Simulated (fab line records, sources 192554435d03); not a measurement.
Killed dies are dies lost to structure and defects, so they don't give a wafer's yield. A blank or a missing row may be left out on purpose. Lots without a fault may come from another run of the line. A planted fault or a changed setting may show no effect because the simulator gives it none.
A struck lot beside a sound one | flow n5_finfet | 14 steps out of a route of 1938
Sound: wafers L632.1, L632.3, L632.6. Struck: wafers L633.1, L633.4, L633.5. The cause comes at the end.
At each step with rows: each side's tool, then ch and its chambers, then its first start. Under that, the readings that differ: sound wafers | struck wafers | difference of the means | sigmas: that difference in standard deviations of wafers without a fault.
alike: readings whose means differ by less than 2 such deviations, and words and numbers that are the same on both sides. not compared: withheld readings, readings that some wafer has no value for, bounds like >300 that may hide the same value, and numbers for which the record gives no deviation and whose values overlap.
The two part at a step that has a row with sigmas, a row that says differs or no value, or rows on one side only. Numbers that don't overlap but have no deviation are shown without sigmas and don't part them. A reading that every wafer of one side lacks parts them only if that side has two wafers or more.

N5_PASSIVATION_PECVD_00: deposits SiO2 from SiH4/N2O, target thk 200 nm, time 11.2 s.
  sound on pecvd-04 ch 0,1,2, day 14 09:55; struck on pecvd-04 ch 1,2, day 14 15:53
  alike: heater_power_w, showerhead_plenum_p_Torr, throttle_valve_pct
N5_MIM_BOT_DEGAS_01: time 60 s.
  sound on pvd_sputter-02, day 14 10:23; struck on pvd_sputter-01, day 14 17:13
  alike: heater_power_w
N5_MIM_BOT_SPUTTER_00: material TiN, target thk 35 nm, time 89.7 s.
  sound on pvd_sputter-02, day 14 10:25; struck on pvd_sputter-01, day 14 17:15
  alike: throttle_valve_pct
N5_MIM_TOP_ALD_00: deposits Al2O3, purge time 3 s, co reactant pulse time 3 s.
  sound on ald_hk-01 ch 0,2,3, day 14 10:31; struck on ald_hk-02 ch 1,2,3, day 14 17:21
  alike: precursor_pulse_height_rel
then, 2 steps without rows for these wafers: N5_MIM_TOP_ALD_01 (deposits HfO2, target thk 5.6 nm, pulse time 1 s, purge time 3 s); N5_MIM_TOP_ALD_02 (deposits Al2O3, purge time 3 s, co reactant pulse time 3 s).
N5_MIM_TOP_DEGAS_04: time 60 s.
  sound on pvd_sputter-02, day 14 11:04; struck on pvd_sputter-03, day 14 18:22
  alike: heater_power_w
then, 5 steps without rows for these wafers: N5_MIM_TOP_SPUTTER_03 (material TiN, target thk 35 nm, time 89.7 s); N5_MIM_TOP_LITHO_HMDS_01 (time 60 s); N5_MIM_TOP_LITHO_COAT_02; N5_MIM_TOP_LITHO_EBR_04; N5_MIM_TOP_LITHO_SOFTBAKE_03 (time 90 s).
N5_MIM_TOP_LITHO_EXPOSE_05: exposes mask MIM TOP, target cd 2000 nm.
  sound on krf_scanner-01 ch 0, day 14 11:27; struck on krf_scanner-01, day 14 18:37
  no value came back on the struck wafers for exposure_dose_mJ_cm2, focus_offset_nm (nm), sigma_outer; on the sound wafers exposure_dose_mJ_cm2 reads 20.485 20.491 20.483
  alike: mask
then, 1 step without rows for these wafers: N5_MIM_TOP_LITHO_PEB_06.

WHERE THEY PART
Only at N5_MIM_TOP_LITHO_EXPOSE_05, within this record.

WHY: what the simulator had put in
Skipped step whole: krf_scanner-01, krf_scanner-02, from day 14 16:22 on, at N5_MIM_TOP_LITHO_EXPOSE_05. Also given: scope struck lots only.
